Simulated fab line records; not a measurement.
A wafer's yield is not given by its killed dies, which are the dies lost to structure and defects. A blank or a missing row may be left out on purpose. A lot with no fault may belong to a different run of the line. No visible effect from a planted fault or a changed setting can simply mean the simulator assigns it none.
Matching of chambers    flow nand-harc    NHARC_A_BLC_STRIP_21 on rie-diel-11 has 4 sister chambers
The step strips in O2. 16 wafers are shown with their chamber, then 8 later ones without.

## WAFERS PAIRED WITH THEIR CHAMBERS
wafer   chamber  drypump-motor-current-A (A)  showerhead-plenum-p-Torr (Torr)  oes-product-au (a.u.)
L075.1  3        5.5                          3.49                             0.996
L075.2  0        4.9                          3.65                             1.001
L075.4  2        5.8                          3.34                             0.993
L077.1  2        5.7                          3.33                             1.003
L077.5  2        5.7                          3.33                             1.005
L077.6  1        4.7                          3.65                             1.008
L078.3  2        5.7                          3.33                             1.000
L078.5  3        5.5                          3.48                             0.992
L078.6  2        5.7                          3.33                             1.000
L080.3  2        5.7                          3.33                             0.990
L080.5  1        4.7                          3.65                             1.000
L080.6  0        4.9                          3.64                             0.999
L083.1  3        5.5                          3.48                             0.991
L083.5  1        4.7                          3.65                             1.000
L083.6  2        5.7                          3.33                             0.996
L089.1  2        5.7                          3.33                             1.004

SIGNATURES (means of the wafers above)
reading                   chamber 0  chamber 1  chamber 2  chamber 3  scatter within a chamber
drypump-motor-current-A   4.900      4.700      5.713      5.500      0.027
showerhead-plenum-p-Torr  3.6450     3.6500     3.3312     3.4833     0.00412
oes-product-au            1.00000    1.00267    0.99887    0.99300    0.00469
Rule: distance of a wafer from a chamber = root of the sum over the readings of ((wafer's reading minus chamber's mean) / reading's scatter) squared. The wafer belongs to the nearest chamber; if the next one is less than 2 further off, it can't be placed. The scatter: the root of (the sum of the squares of (reading less its chamber's mean) over the shown wafers, divided by (wafers less chambers)).

## WAFERS MISSING THEIR CHAMBER
wafer   drypump-motor-current-A (A)  showerhead-plenum-p-Torr (Torr)  oes-product-au (a.u.)
L089.2  4.9                          3.64                             0.994
L089.6  5.6                          3.48                             1.005
L090.2  4.9                          3.64                             1.005
L090.4  5.5                          3.48                             0.996
L090.6  5.5                          3.48                             1.000
L095.1  5.7                          3.33                             1.001
L095.2  4.9                          3.64                             1.011
L095.3  4.7                          3.64                             1.000

## THE CHAMBER EACH PASSED THROUGH
wafer   from the rows above  in truth
L089.2  0                    0
L089.6  3                    3
L090.2  0                    0
L090.4  3                    3
L090.6  3                    3
L095.1  2                    2
L095.2  0                    0
L095.3  1                    1
8 of 8 placed correctly. From these rows, 0 cannot be placed. Placed wrongly: 0.
